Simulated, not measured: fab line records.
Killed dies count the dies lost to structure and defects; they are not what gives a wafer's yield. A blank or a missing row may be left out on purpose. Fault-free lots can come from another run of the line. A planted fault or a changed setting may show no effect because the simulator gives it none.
fab line records || flow n5_finfet
record: {"lots": 4, "wafers": 12, "last_day": 17}
route steps=1938 shown BEOL_M6@1194 PASSIVATION@1936
lots untouched by any fault: they come from a run of this same line in which no faults occurred
start_h: hours from the record's first day to the start of the lot's first wafer shown || wait_h: hours since the lot's step before || " same as the row above || L1.1+2: one row covering several wafers at once || - no value present, or no start provided || * or withheld: withheld || < > ~ a bound
route shown NAME@n: names a module that has steps shown in the file, with the first one's number in the route || usual: the fault-free wafers' mean and standard deviation || same: alike in all rows || chamber/n: place in a boat || sites: readings site by site || _std_site: the standard deviation of these || _edge_site: inner sites' mean taken away from outer sites' mean || radius_mm: how far each site lies from the wafer's centre || mask NAME#n: copy n || behind: the most recent tool/chamber to have shaped the wafer || hold: the reason the lot was held/the length of the hold in hours/how it ended || device: transistor that didn't switch, given as n, p or np || end of line: the tests these same wafers got at the end of their route || step lacking rows: just its recipe || killed: at the first sort, the dies lost to defects and structure; wafer yield is something else || map: shows each die of a wafer: x if killed, . if not, _ if none is there
set.NAME: the run value of the setting; set.NAME@STEP: its run value at that earlier step || model.NAME: the simulator's own value behind a step, which no gauge read
lots seen at some steps along the route; tables by step, rows by wafer
services: a tool's chamber out of use, with start hour (start_h, from the record's first day; less than 0 if before it), hours out, and reason
== steps ==
step: N5_BEOL_M6_ILD_DEP_00
recipe: {"material": "SiCOH_lowk", "target_thk_a": 1797.5, "temp_c": 300, "precursor": "DEMS/porogen", "pressure_torr": 5, "rf_w": 500, "time_s": 33.4}
step: N5_BEOL_M6_CURE_74
recipe: {"temp_c": 385, "time_s": 240, "ambient": "He/Ar", "material": "SiCOH_lowk"}
step: N5_BEOL_M6_PECVD_70
recipe: {"material": "SiO2", "target_thk_a": 200, "temp_c": 400, "precursor": "TEOS/O2", "pressure_torr": 5.5, "rf_w": 450, "teos_flow_sccm": 53.8, "gas": "O2", "flow_sccm": 3000, "time_s": 22.7}
step: N5_BEOL_M6_HM_DEP_02
recipe: {"material": "TiN", "target_thk_a": 200, "temp_c": 25, "chamber_pressure_pa": 0.49996}
step: N5_BEOL_M6_COAT_59
recipe: {"resist": "SOC", "temp_c": 250, "time_s": 60, "spin_rpm": 1500, "resist_thk_nm": 100}
step: N5_BEOL_M6_COAT_60
recipe: {"resist": "SiARC", "temp_c": 220, "time_s": 60, "spin_rpm": 1500, "resist_thk_nm": 35}
step: N5_BEOL_M6_COAT_05
recipe: {"resist": "CAR-ArF", "spin_rpm": 1500, "resist_thk_nm": 90}
step: N5_BEOL_M6_EBR_07
recipe: {"solvent": "PGMEA", "ebr_width_mm": 1.5}
step: N5_BEOL_M6_SOFTBAKE_06
recipe: {"temp_c": 110, "time_s": 60, "resist": "CAR-ArF"}
step: N5_BEOL_M6_EXPOSE_08
recipe: {"mask_id": "M6", "na": 1.35, "source_shape": "dipole", "sigma_inner": 0.817, "sigma_outer": 0.97, "polarization": "te", "dose_mj": 68.25}
usual: {"exposure_dose_mJ_cm2": "68.22/0.075", "stage_vel_mm_s": "499.92/0.24"}
{"lot.wafer": "L245.1", "tool": "arfi_scanner-02", "chamber": 0, "start_h": 223.58, "wait_h": "-", "mask": "M6#0", "exposure_dose_mJ_cm2": 68.20, "stage_vel_mm_s": 499.82}
{"lot.wafer": "L245.4", "tool": "arfi_scanner-02", "chamber": 0, "start_h": 223.58, "wait_h": "-", "mask": "M6#0", "exposure_dose_mJ_cm2": 68.27, "stage_vel_mm_s": 500.04}
{"lot.wafer": "L245.5", "tool": "arfi_scanner-02", "chamber": 0, "start_h": 223.58, "wait_h": "-", "mask": "M6#0", "exposure_dose_mJ_cm2": 68.08, "stage_vel_mm_s": 499.87}
{"lot.wafer": "L250.2", "tool": "arfi_scanner-02", "chamber": 0, "start_h": 277.26, "wait_h": "-", "mask": "M6#0", "exposure_dose_mJ_cm2": 71.33, "stage_vel_mm_s": 499.93}
{"lot.wafer": "L250.3", "tool": "arfi_scanner-02", "chamber": 0, "start_h": 277.26, "wait_h": "-", "mask": "M6#0", "exposure_dose_mJ_cm2": 71.42, "stage_vel_mm_s": 499.91}
{"lot.wafer": "L250.6", "tool": "arfi_scanner-02", "chamber": 0, "start_h": 277.26, "wait_h": "-", "mask": "M6#0", "exposure_dose_mJ_cm2": 71.39, "stage_vel_mm_s": 499.77}
{"lot.wafer": "L253.1", "tool": "arfi_scanner-02", "chamber": 0, "start_h": 285.39, "wait_h": "-", "mask": "M6#0", "exposure_dose_mJ_cm2": 70.66, "stage_vel_mm_s": 499.68}
{"lot.wafer": "L253.3", "tool": "arfi_scanner-02", "chamber": 0, "start_h": 285.39, "wait_h": "-", "mask": "M6#0", "exposure_dose_mJ_cm2": 70.77, "stage_vel_mm_s": 500.04}
{"lot.wafer": "L253.6", "tool": "arfi_scanner-02", "chamber": 0, "start_h": 285.39, "wait_h": "-", "mask": "M6#0", "exposure_dose_mJ_cm2": 70.85, "stage_vel_mm_s": 500.01}
{"lot.wafer": "L259.1", "tool": "arfi_scanner-03", "chamber": 0, "start_h": 320.13, "wait_h": "-", "mask": "M6#0", "exposure_dose_mJ_cm2": 68.35, "stage_vel_mm_s": 499.69}
{"lot.wafer": "L259.2", "tool": "arfi_scanner-03", "chamber": 0, "start_h": 320.13, "wait_h": "-", "mask": "M6#0", "exposure_dose_mJ_cm2": 68.31, "stage_vel_mm_s": 499.78}
{"lot.wafer": "L259.5", "tool": "arfi_scanner-03", "chamber": 0, "start_h": 320.13, "wait_h": "-", "mask": "M6#0", "exposure_dose_mJ_cm2": 68.31, "stage_vel_mm_s": 499.77}
step: N5_BEOL_M6_PEB_09
recipe: {"peb_temp_c": "withheld", "peb_time_s": 60, "resist": "CAR-ArF"}
step: N5_BEOL_M6_DEVELOP_10
recipe: {"develop_time_s": 30, "developer": "TMAH", "resist": "CAR-ArF", "rinse_liquid": "diw", "dry": "air_spin", "dev_temp_c": 23}
step: N5_BEOL_M6_CD_MEAS_11
recipe: {"target_cd_nm": 38.5, "landing_energy_ev": 500, "detector": "se_inlens", "polarity": "opening"}
usual: {"cd_nm": "38.6/0.56"}
same: {"landing_energy_ev": 500}
{"lot.wafer": "L245.1", "tool": "cd_sem-02", "chamber": 0, "start_h": 223.71, "wait_h": "-", "cd_nm": 38.8}
{"lot.wafer": "L245.4", "tool": "cd_sem-02", "chamber": 0, "start_h": 223.71, "wait_h": "-", "cd_nm": 39.4}
{"lot.wafer": "L245.5", "tool": "cd_sem-02", "chamber": 0, "start_h": 223.71, "wait_h": "-", "cd_nm": 39.1}
{"lot.wafer": "L250.2", "tool": "cd_sem-01", "chamber": 0, "start_h": 277.38, "wait_h": "-", "cd_nm": 41.5}
{"lot.wafer": "L250.3", "tool": "cd_sem-01", "chamber": 0, "start_h": 277.38, "wait_h": "-", "cd_nm": 41.3}
{"lot.wafer": "L250.6", "tool": "cd_sem-01", "chamber": 0, "start_h": 277.38, "wait_h": "-", "cd_nm": 41.4}
{"lot.wafer": "L253.1", "tool": "cd_sem-02", "chamber": 0, "start_h": 285.52, "wait_h": "-", "cd_nm": 40.1}
{"lot.wafer": "L253.3", "tool": "cd_sem-02", "chamber": 0, "start_h": 285.52, "wait_h": "-", "cd_nm": 40.5}
{"lot.wafer": "L253.6", "tool": "cd_sem-02", "chamber": 0, "start_h": 285.52, "wait_h": "-", "cd_nm": 41.1}
{"lot.wafer": "L259.1", "tool": "cd_sem-02", "chamber": 0, "start_h": 320.26, "wait_h": "-", "cd_nm": 38.2}
{"lot.wafer": "L259.2", "tool": "cd_sem-02", "chamber": 0, "start_h": 320.26, "wait_h": "-", "cd_nm": 37.7}
{"lot.wafer": "L259.5", "tool": "cd_sem-02", "chamber": 0, "start_h": 320.26, "wait_h": "-", "cd_nm": 37.5}
step: N5_BEOL_M6_DESCUM_16
recipe: {"chemistry": "O2", "time_s": 7.9, "source_power_w": 50, "bias_power_w": 20, "pressure_mtorr": 20, "rf_frequency_hz": 2.712e+07, "temp_c": 40, "resist": "CAR-ArF", "o2_flow_sccm": 225}
step: N5_BEOL_M6_ETCH_61
recipe: {"chemistry": "CF4", "target": "SiARC", "target_depth_a": 455, "mask_material": "CAR-ArF", "time_s": 75.8, "ion_energy_ev": 80, "pressure_mtorr": 40, "source_w": 545, "bias_w": 36, "Ar_flow_sccm": 100, "cf4_flow_sccm": 100, "ends": "cleared"}
usual: {"drypump_motor_current_A": "5.6/0.47", "etch_rf_on_time_s": "76.5/2.1", "oes_product_au": "0.69/0.069", "rf_vpp_V": "184.0/1.1", "showerhead_plenum_p_Torr": "2.14/0.065", "throttle_valve_pct": "15.40/0.27"}
{"lot.wafer": "L245.1", "tool": "rie_diel-05", "chamber": 0, "start_h": 223.89, "wait_h": 0.0, "drypump_motor_current_A": 5.2, "etch_rf_on_time_s": 77.4, "oes_product_au": 0.66, "rf_hours_counter_h": 125, "rf_vpp_V": 182.7, "showerhead_plenum_p_Torr": 2.06, "throttle_valve_pct": 15.32, "model.BEOL_M6.cd_offset_nm": 0.4}
{"lot.wafer": "L245.4", "tool": "rie_diel-05", "chamber": 2, "start_h": 223.89, "wait_h": 0.0, "drypump_motor_current_A": 5.6, "etch_rf_on_time_s": 78.0, "oes_product_au": 0.65, "rf_hours_counter_h": 130, "rf_vpp_V": 184.3, "showerhead_plenum_p_Torr": 2.15, "throttle_valve_pct": 15.54, "model.BEOL_M6.cd_offset_nm": 1}
{"lot.wafer": "L245.5", "tool": "rie_diel-05", "chamber": 0, "start_h": 223.89, "wait_h": 0.0, "drypump_motor_current_A": 5.2, "etch_rf_on_time_s": 78.0, "oes_product_au": 0.65, "rf_hours_counter_h": "-", "rf_vpp_V": 181.8, "showerhead_plenum_p_Torr": 2.06, "throttle_valve_pct": 15.33, "model.BEOL_M6.cd_offset_nm": 0.2}
{"lot.wafer": "L250.2", "tool": "rie_diel-05", "chamber": 3, "start_h": 277.88, "wait_h": 0.0, "drypump_motor_current_A": 5.4, "etch_rf_on_time_s": 77.8, "oes_product_au": 0.76, "rf_hours_counter_h": 22, "rf_vpp_V": 184.1, "showerhead_plenum_p_Torr": 2.10, "throttle_valve_pct": 15.20, "model.BEOL_M6.cd_offset_nm": 3}
{"lot.wafer": "L250.3", "tool": "rie_diel-05", "chamber": 1, "start_h": 277.88, "wait_h": 0.0, "drypump_motor_current_A": 4.9, "etch_rf_on_time_s": 75.9, "oes_product_au": 0.72, "rf_hours_counter_h": 57, "rf_vpp_V": 184.6, "showerhead_plenum_p_Torr": 2.09, "throttle_valve_pct": 15.12, "model.BEOL_M6.cd_offset_nm": 2.8}
{"lot.wafer": "L250.6", "tool": "rie_diel-05", "chamber": 0, "start_h": 277.88, "wait_h": 0.0, "drypump_motor_current_A": 5.3, "etch_rf_on_time_s": 79.4, "oes_product_au": 0.64, "rf_hours_counter_h": "-", "rf_vpp_V": 181.8, "showerhead_plenum_p_Torr": 2.06, "throttle_valve_pct": 15.34, "model.BEOL_M6.cd_offset_nm": 2.6}
{"lot.wafer": "L253.1", "tool": "rie_diel-02", "chamber": 2, "start_h": 285.67, "wait_h": 0.0, "drypump_motor_current_A": 5.3, "etch_rf_on_time_s": 75.7, "oes_product_au": 0.72, "rf_hours_counter_h": 77, "rf_vpp_V": 185.7, "showerhead_plenum_p_Torr": 2.25, "throttle_valve_pct": 15.18, "model.BEOL_M6.cd_offset_nm": 1.6}
{"lot.wafer": "L253.3", "tool": "rie_diel-02", "chamber": 3, "start_h": 285.67, "wait_h": 0.0, "drypump_motor_current_A": 5.8, "etch_rf_on_time_s": 74.2, "oes_product_au": 0.66, "rf_hours_counter_h": 152, "rf_vpp_V": 183.6, "showerhead_plenum_p_Torr": 2.14, "throttle_valve_pct": 15.45, "model.BEOL_M6.cd_offset_nm": 2}
{"lot.wafer": "L253.6", "tool": "rie_diel-02", "chamber": 3, "start_h": 285.67, "wait_h": 0.0, "drypump_motor_current_A": 5.8, "etch_rf_on_time_s": 74.4, "oes_product_au": 0.65, "rf_hours_counter_h": "-", "rf_vpp_V": 184.0, "showerhead_plenum_p_Torr": 2.14, "throttle_valve_pct": 15.43, "model.BEOL_M6.cd_offset_nm": 2.4}
{"lot.wafer": "L259.1", "tool": "rie_diel-06", "chamber": 3, "start_h": 320.38, "wait_h": 0.0, "drypump_motor_current_A": 6.6, "etch_rf_on_time_s": 74.9, "oes_product_au": 0.86, "rf_hours_counter_h": 1, "rf_vpp_V": 184.6, "showerhead_plenum_p_Torr": 2.19, "throttle_valve_pct": 15.45, "model.BEOL_M6.cd_offset_nm": 0.2}
{"lot.wafer": "L259.2", "tool": "rie_diel-06", "chamber": 2, "start_h": 320.38, "wait_h": 0.0, "drypump_motor_current_A": 6.5, "etch_rf_on_time_s": 73.1, "oes_product_au": 0.82, "rf_hours_counter_h": 8, "rf_vpp_V": 185.5, "showerhead_plenum_p_Torr": 2.29, "throttle_valve_pct": 15.83, "model.BEOL_M6.cd_offset_nm": -0.6}
{"lot.wafer": "L259.5", "tool": "rie_diel-06", "chamber": 3, "start_h": 320.38, "wait_h": 0.0, "drypump_motor_current_A": 6.6, "etch_rf_on_time_s": 75.0, "oes_product_au": 0.86, "rf_hours_counter_h": "-", "rf_vpp_V": 186.4, "showerhead_plenum_p_Torr": 2.19, "throttle_valve_pct": 15.44, "model.BEOL_M6.cd_offset_nm": -0.6}
step: N5_BEOL_M6_ETCH_62
recipe: {"chemistry": "N2/H2", "target": "SOC", "target_depth_a": 1100, "overetch_a": 220, "mask_material": "SiARC", "temp_c": 40, "time_s": 165, "ion_energy_ev": 200, "pressure_mtorr": 30, "source_w": 840, "bias_w": 150, "n2_flow_sccm": 200, "h2_flow_sccm": 200}
step: N5_BEOL_M6_STRIP_68
recipe: {"chemistry": "N2/H2", "temp_c": 40, "n2_flow_sccm": 200, "h2_flow_sccm": 200, "rf_frequency_hz": 6e+07}
step: N5_BEOL_M6_STRIP_67
recipe: {"chemistry": "CF4", "resist": "SiARC", "power_w": 300, "bias_power_w": 75, "pressure_mtorr": 50, "cf4_flow_sccm": 150, "rf_frequency_hz": 6e+07}
step: N5_BEOL_M6_HM_OPEN_17
recipe: {"chemistry": "Cl2/BCl3", "target_depth_a": 200, "overetch_a": 60, "target": "TiN", "mask_material": "SOC", "ion_energy_ev": 150, "pressure_mtorr": 10, "icp_w": 1000, "bias_w": 126, "Cl2_flow_sccm": 53.25, "bcl3_flow_sccm": 21.75, "Ar_flow_sccm": 25}
usual: {"drypump_motor_current_A": "5.7/0.71", "oes_product_au": "0.69/0.1", "throttle_valve_pct": "22.11/0.3"}
{"lot.wafer": "L245.1", "tool": "rie_metal-02", "chamber": 1, "start_h": 224.13, "wait_h": 0.0, "drypump_motor_current_A": 5.2, "oes_product_au": 0.78, "rf_hours_counter_h": 9, "throttle_valve_pct": 21.74, "model.BEOL_M6.cd_offset_nm": 0.2}
{"lot.wafer": "L245.4", "tool": "rie_metal-02", "chamber": 1, "start_h": 224.13, "wait_h": 0.0, "drypump_motor_current_A": 5.1, "oes_product_au": 0.78, "rf_hours_counter_h": "-", "throttle_valve_pct": 21.74, "model.BEOL_M6.cd_offset_nm": 0.6}
{"lot.wafer": "L245.5", "tool": "rie_metal-02", "chamber": 1, "start_h": 224.13, "wait_h": 0.0, "drypump_motor_current_A": 5.2, "oes_product_au": 0.78, "rf_hours_counter_h": "-", "throttle_valve_pct": 21.75, "model.BEOL_M6.cd_offset_nm": 0.2}
{"lot.wafer": "L250.2", "tool": "rie_metal-01", "chamber": 0, "start_h": 278.12, "wait_h": 0.0, "drypump_motor_current_A": 5.1, "oes_product_au": 0.84, "rf_hours_counter_h": 0, "throttle_valve_pct": 22.44, "model.BEOL_M6.cd_offset_nm": 2.8}
{"lot.wafer": "L250.3", "tool": "rie_metal-01", "chamber": 0, "start_h": 278.12, "wait_h": 0.0, "drypump_motor_current_A": 5.1, "oes_product_au": 0.84, "rf_hours_counter_h": "-", "throttle_valve_pct": 22.42, "model.BEOL_M6.cd_offset_nm": 3}
{"lot.wafer": "L250.6", "tool": "rie_metal-01", "chamber": 1, "start_h": 278.12, "wait_h": 0.0, "drypump_motor_current_A": 6.5, "oes_product_au": 0.65, "rf_hours_counter_h": "-", "throttle_valve_pct": 22.34, "model.BEOL_M6.cd_offset_nm": 2.4}
{"lot.wafer": "L253.1", "tool": "rie_metal-01", "chamber": 0, "start_h": 285.91, "wait_h": 0.0, "drypump_motor_current_A": 5.1, "oes_product_au": 0.82, "rf_hours_counter_h": 1, "throttle_valve_pct": 22.46, "model.BEOL_M6.cd_offset_nm": 1.4}
{"lot.wafer": "L253.3", "tool": "rie_metal-01", "chamber": 1, "start_h": 285.91, "wait_h": 0.0, "drypump_motor_current_A": 6.5, "oes_product_au": 0.64, "rf_hours_counter_h": "-", "throttle_valve_pct": 22.37, "model.BEOL_M6.cd_offset_nm": 2}
{"lot.wafer": "L253.6", "tool": "rie_metal-01", "chamber": 0, "start_h": 285.91, "wait_h": 0.0, "drypump_motor_current_A": 5.1, "oes_product_au": 0.83, "rf_hours_counter_h": "-", "throttle_valve_pct": 22.45, "model.BEOL_M6.cd_offset_nm": 2.4}
{"lot.wafer": "L259.1", "tool": "rie_metal-01", "chamber": 1, "start_h": 320.63, "wait_h": 0.0, "drypump_motor_current_A": 6.6, "oes_product_au": 0.65, "rf_hours_counter_h": 57, "throttle_valve_pct": 22.36, "model.BEOL_M6.cd_offset_nm": 0.2}
{"lot.wafer": "L259.2", "tool": "rie_metal-01", "chamber": 0, "start_h": 320.63, "wait_h": 0.0, "drypump_motor_current_A": 5.1, "oes_product_au": 0.81, "rf_hours_counter_h": 3, "throttle_valve_pct": 22.43, "model.BEOL_M6.cd_offset_nm": -0.6}
{"lot.wafer": "L259.5", "tool": "rie_metal-01", "chamber": 1, "start_h": 320.63, "wait_h": 0.0, "drypump_motor_current_A": 6.5, "oes_product_au": 0.64, "rf_hours_counter_h": "-", "throttle_valve_pct": 22.37, "model.BEOL_M6.cd_offset_nm": -0.8}
step: N5_BEOL_M6_STRIP_19
recipe: {"chemistry": "O2", "power_w": 400, "temp_c": 40, "pressure_mtorr": 30, "rf_frequency_hz": 6e+07, "bias_power_w": 0, "overash_fraction": 0.2, "o2_flow_sccm": 225}
step: N5_BEOL_M6_CD_MEAS_18
recipe: {"pitch_nm": 80, "target_cd_nm": 40}
usual: {"cd_nm": "40.1/0.62"}
{"lot.wafer": "L245.1", "tool": "cd_sem-02", "chamber": "-", "start_h": 224.40, "wait_h": 0.0, "cd_nm": 40.0}
{"lot.wafer": "L245.4", "tool": "cd_sem-02", "chamber": "-", "start_h": 224.40, "wait_h": 0.0, "cd_nm": 40.6}
{"lot.wafer": "L245.5", "tool": "cd_sem-02", "chamber": "-", "start_h": 224.40, "wait_h": 0.0, "cd_nm": 39.9}
{"lot.wafer": "L250.2", "tool": "cd_sem-03", "chamber": "-", "start_h": 278.30, "wait_h": 0.1, "cd_nm": 43.1}
{"lot.wafer": "L250.3", "tool": "cd_sem-03", "chamber": "-", "start_h": 278.30, "wait_h": 0.1, "cd_nm": 43.1}
{"lot.wafer": "L250.6", "tool": "cd_sem-03", "chamber": "-", "start_h": 278.30, "wait_h": 0.1, "cd_nm": 42.0}
{"lot.wafer": "L253.1", "tool": "cd_sem-02", "chamber": "-", "start_h": 286.10, "wait_h": 0.0, "cd_nm": 41.3}
{"lot.wafer": "L253.3", "tool": "cd_sem-02", "chamber": "-", "start_h": 286.10, "wait_h": 0.0, "cd_nm": 42.2}
{"lot.wafer": "L253.6", "tool": "cd_sem-02", "chamber": "-", "start_h": 286.10, "wait_h": 0.0, "cd_nm": 42.3}
{"lot.wafer": "L259.1", "tool": "cd_sem-02", "chamber": "-", "start_h": 320.88, "wait_h": 0.0, "cd_nm": 40.0}
{"lot.wafer": "L259.2", "tool": "cd_sem-02", "chamber": "-", "start_h": 320.88, "wait_h": 0.0, "cd_nm": 39.4}
{"lot.wafer": "L259.5", "tool": "cd_sem-02", "chamber": "-", "start_h": 320.88, "wait_h": 0.0, "cd_nm": 39.3}
step: N5_BEOL_M6_COAT_63
recipe: {"resist": "SOC", "temp_c": 250, "time_s": 60, "spin_rpm": 1500, "resist_thk_nm": 60}
step: N5_PASSIVATION_PROBE_49
usual: {"defect_limited_yield": "91.2/1.6", "killed_at_M0_to_M3": "34/11", "killed_at_M4_up": "14/5.7", "killed_at_contacts": "14/6.6", "killed_at_front_end": "37/10", "killed_at_other": "4/3.2", "killed_dies": "104/19", "killed_open": "69/13", "killed_short": "33/8.7", "sort_bin_5_function": "5.1/1", "sort_bin_6_memory": "3.3/0.76", "sort_n_pass": "1076/19", "sort_yield_pct": "91.2/1.6"}
same: {"gross_dies": 1180, "killed_at_back_side": 0, "sort_bin_4_leakage[%]": 0, "sort_bin_8_speed[%]": 0}
{"lot.wafer": "L250.6", "tool": "prober-02", "chamber": "-", "start_h": 360.77, "wait_h": 0.3, "defect_limited_yield[%]": 88.1, "killed_at_M0_to_M3": 39, "killed_at_M4_up": 14, "killed_at_contacts": 37, "killed_at_front_end": 43, "killed_at_other": 7, "killed_dies": 140, "killed_open": 88, "killed_short": 51, "sort_bin_5_function[%]": 6.4, "sort_bin_6_memory[%]": 4.8, "sort_n_pass": 1040, "sort_yield_pct[%]": 88.1}
killed by level:class
L250.6 MOL_CONTACT_COAG:geometric_particle:open=34 BEOL_M0_SAQP:geometric_particle:short=15 BEOL_M0_SAQP:geometric_particle:open=14 STI_FIN_REVEAL:geometric_particle:open=8 GATE_CUT:geometric_particle:short=8 BEOL_M4:geometric_particle:open=7 FIN_SAQP:geometric_particle:short=5 FIN_SAQP:geometric_particle:open=4
== services ==
{"tool": "arfi_scanner-03", "chamber": "-", "start_h": 201.21, "hours": 0.3, "kind": "repair"}
{"tool": "arfi_scanner-02", "chamber": "-", "start_h": 203.68, "hours": 1.0, "kind": "pm"}
{"tool": "arfi_scanner-02", "chamber": "-", "start_h": 206.15, "hours": 1.0, "kind": "repair"}
{"tool": "rie_metal-02", "chamber": 0, "start_h": 211.95, "hours": "-", "kind": "clean"}
{"tool": "rie_metal-02", "chamber": 0, "start_h": 211.95, "hours": 17.0, "kind": "scheduled_down"}
{"tool": "rie_metal-02", "chamber": 0, "start_h": 211.95, "hours": 17.0, "kind": "vent_cycle"}
{"tool": "rie_diel-06", "chamber": 1, "start_h": 223.23, "hours": "-", "kind": "clean"}
{"tool": "rie_diel-06", "chamber": 1, "start_h": 223.23, "hours": "-", "kind": "consumable_replace:focus_ring"}
{"tool": "rie_diel-06", "chamber": 1, "start_h": 223.23, "hours": 18.1, "kind": "scheduled_down"}
{"tool": "rie_diel-06", "chamber": 1, "start_h": 223.23, "hours": 18.1, "kind": "vent_cycle"}
{"tool": "arfi_scanner-02", "chamber": "-", "start_h": 231.40, "hours": 1.0, "kind": "pm"}
{"tool": "rie_diel-05", "chamber": "-", "start_h": 250.18, "hours": 0.4, "kind": "repair"}
{"tool": "rie_metal-01", "chamber": 0, "start_h": 251.92, "hours": "-", "kind": "clean"}
{"tool": "rie_metal-01", "chamber": 0, "start_h": 251.92, "hours": 19.0, "kind": "scheduled_down"}
{"tool": "rie_metal-01", "chamber": 0, "start_h": 251.92, "hours": 19.0, "kind": "vent_cycle"}
{"tool": "arfi_scanner-02", "chamber": "-", "start_h": 264.94, "hours": 6.0, "kind": "pm"}
{"tool": "rie_diel-02", "chamber": 1, "start_h": 268.76, "hours": "-", "kind": "clean"}
{"tool": "rie_diel-02", "chamber": 1, "start_h": 268.76, "hours": "-", "kind": "consumable_replace:focus_ring"}
{"tool": "arfi_scanner-03", "chamber": "-", "start_h": 269.30, "hours": 0.8, "kind": "pm"}
{"tool": "arfi_scanner-03", "chamber": "-", "start_h": 275.65, "hours": 1.3, "kind": "pm"}
{"tool": "arfi_scanner-02", "chamber": "-", "start_h": 279.70, "hours": 1.3, "kind": "pm"}
{"tool": "arfi_scanner-03", "chamber": "-", "start_h": 283.28, "hours": 1.0, "kind": "pm"}
{"tool": "rie_metal-02", "chamber": "-", "start_h": 298.13, "hours": 1.4, "kind": "pm"}
{"tool": "rie_metal-02", "chamber": "-", "start_h": 303.05, "hours": 2.8, "kind": "pm"}
== key ==
first_sign: {"step": "N5_BEOL_M6_EXPOSE_08", "reading": "exposure_dose_mJ_cm2", "direction": "up", "sigmas": 38, "usual": 68.22, "struck": 71.07}
effect: {"step": "N5_BEOL_M6_CD_MEAS_11", "reading": "cd_nm", "direction": "up", "sigmas": 4.3, "usual": 38.6, "struck": 41.0, "through": "control_loop"}
effect: {"step": "N5_BEOL_M6_CD_MEAS_18", "reading": "cd_nm", "direction": "up", "sigmas": 3.6, "usual": 40.1, "struck": 42.3, "through": "control_loop"}
model_effect: {"step": "N5_BEOL_M6_ETCH_61", "value": "BEOL_M6.cd_offset_nm", "without": 0.4, "struck": 2.4}
model_effect: {"step": "N5_BEOL_M6_HM_OPEN_17", "value": "BEOL_M6.cd_offset_nm", "without": 0.3, "struck": 2.333}
met_at N5_BEOL_M6_EXPOSE_08
struck_wafers L250.2,L250.3,L250.6,L253.1,L253.3,L253.6
loop_trim: {"step": "N5_BEOL_M6_EXPOSE_08", "setting": "dose", "lots": "L253"}
onset_between 223.58 277.26
fault: {"kind": "process_parameter_drift", "tool": "arfi_scanner-02", "chamber": "-", "onset_h": 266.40, "steps": "N5_BEOL_M6_EXPOSE_08", "channel": "dose_mj", "offset": 3.1873, "shape": "step", "acts_in": "these_recipes_only", "stated": 68.25}
loop_trim: a control loop set the setting to another value than it would have without faults
